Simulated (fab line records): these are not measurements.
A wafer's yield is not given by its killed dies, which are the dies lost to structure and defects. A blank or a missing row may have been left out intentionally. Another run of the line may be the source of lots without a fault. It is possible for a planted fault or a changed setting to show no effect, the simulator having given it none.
Code-filled problem report in 8D (eight disciplines) form / flow nand harc / the parts of the form that need people (team, actions taken, sign-off) are left out

== 1. THE ISSUE ==
NHARC_A_BONDPAD_SOFTBAKE_04, heater power total W: mean 249.9 W on 2 wafers (1 lot); fault-free wafers 200.7 W, standard deviation 1.4. That puts it +35 standard deviations away from the usual mean.
The step: time 70 s.
The first sign was on wafer L584.2 at day 21 15:00, on litho track-02. At this step, 36 wafers from 12 lots have a number in the record. By rule, "out" or "out of limits" means more than 4 standard deviations away from the usual mean. The rest of the wafers with a number are treated as sound.

== 2. WHAT THIS IS AND IS NOT ==
question=which readings at this step | is=heater power total W | is not=-
question=which lots | is=L584 | is not=L570, L572, L575, L576, L577, L578, L579, L589, L590, L592, L593
question=which wafers of those lots | is=L584.2, L584.4 | is not=L584.5
question=read on which tools | is=litho track-02 | is not=litho track-03, litho track-05
question=when | is=from day 21 15:00 | is not=up to then (22 sound wafers); but 12 sound wafers of L589, L590, L592, L593 came after

== 3. WHAT RULES OUT EACH SUSPECT ==
Counting: any tool at a process step up to the reading remains a suspect provided it ran every lot that is out. Sound lots after the first of them don't rule it out here, since some wafers of a struck lot are sound.
- rie diel-03 at NHARC_A_M1_ETCH_28 (etches the open film in CF4/N2, target depth 30 nm, time 72.99 s): kept. It ran the lot that is out, L584 (day 21 15:00); its last sound lot up to then is L578 (day 20 08:00). NHARC_A_M1_ETCH_28 gives no start for some lots, so the hours and the order of its lots are those of NHARC_A_BONDPAD_SOFTBAKE_04.
- pvd sputter-02 at NHARC_A_M1_PRE_CLEAN_30 (time 30 s): kept. It ran the lot that is out, L584 (day 21 15:00); its last sound lot up to then is L577 (day 19 06:00). NHARC_A_M1_PRE_CLEAN_30 gives no start for some lots, so the hours and the order of its lots are those of NHARC_A_BONDPAD_SOFTBAKE_04.
- pvd sputter-02 at NHARC_A_M1_PVD_21 (deposits Cu, target thk 30 nm, time 20.49 s): kept. It ran the lot that is out, L584 (day 21 15:00); its last sound lot up to then is L577 (day 19 06:00). NHARC_A_M1_PVD_21 gives no start for some lots, so the hours and the order of its lots are those of NHARC_A_BONDPAD_SOFTBAKE_04.
- litho track-02 at NHARC_A_BONDPAD_SOFTBAKE_04 (time 70 s): kept. It ran the lot that is out, L584 (day 21 15:00); its last sound lot up to then is L579 (day 20 07:00). Its own readings are out on those wafers: heater power total W.
Left after counting: rie diel-03 at NHARC_A_M1_ETCH_28, pvd sputter-02 at NHARC_A_M1_PRE_CLEAN_30, pvd sputter-02 at NHARC_A_M1_PVD_21, litho track-02 at NHARC_A_BONDPAD_SOFTBAKE_04.

== 4. THE CAUSE (what the simulator had put in) ==
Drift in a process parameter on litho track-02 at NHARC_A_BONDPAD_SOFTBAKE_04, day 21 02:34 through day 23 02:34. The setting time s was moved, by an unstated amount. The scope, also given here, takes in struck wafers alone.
Counting leaves 4 suspects; this tool is one of them.

== 5. SEQUENCE OF EFFECTS, ordered by route ==
One row per reading whose mean, taken over the struck wafers that have a number, lies over 3 standard deviations from the usual. Only readings whose record carries a usual standard deviation are examined. hours: median over the lots of the time between each lot's start at the first step of this table that gives one and its start at this step. sigmas: the change, counted in usual standard deviations.
hours=0; step=NHARC_A_BONDPAD_SOFTBAKE_04; reading=heater power total W; usual=200.7 W; on struck wafers=249.9; change=+49.2; sigmas=+35
Process steps it contains:
- NHARC_A_BONDPAD_SOFTBAKE_04: time 70 s.
Later steps that measure or inspect, where all struck wafers having a row at the step show a number for every such reading and not one has moved that far: NHARC_END_SORT_01.

== 6. HOW IT WOULD HAVE BEEN CAUGHT EARLIER ==
In this record the first reading out of limits was taken at day 21 15:00, 12 hours after the fault began at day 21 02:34.
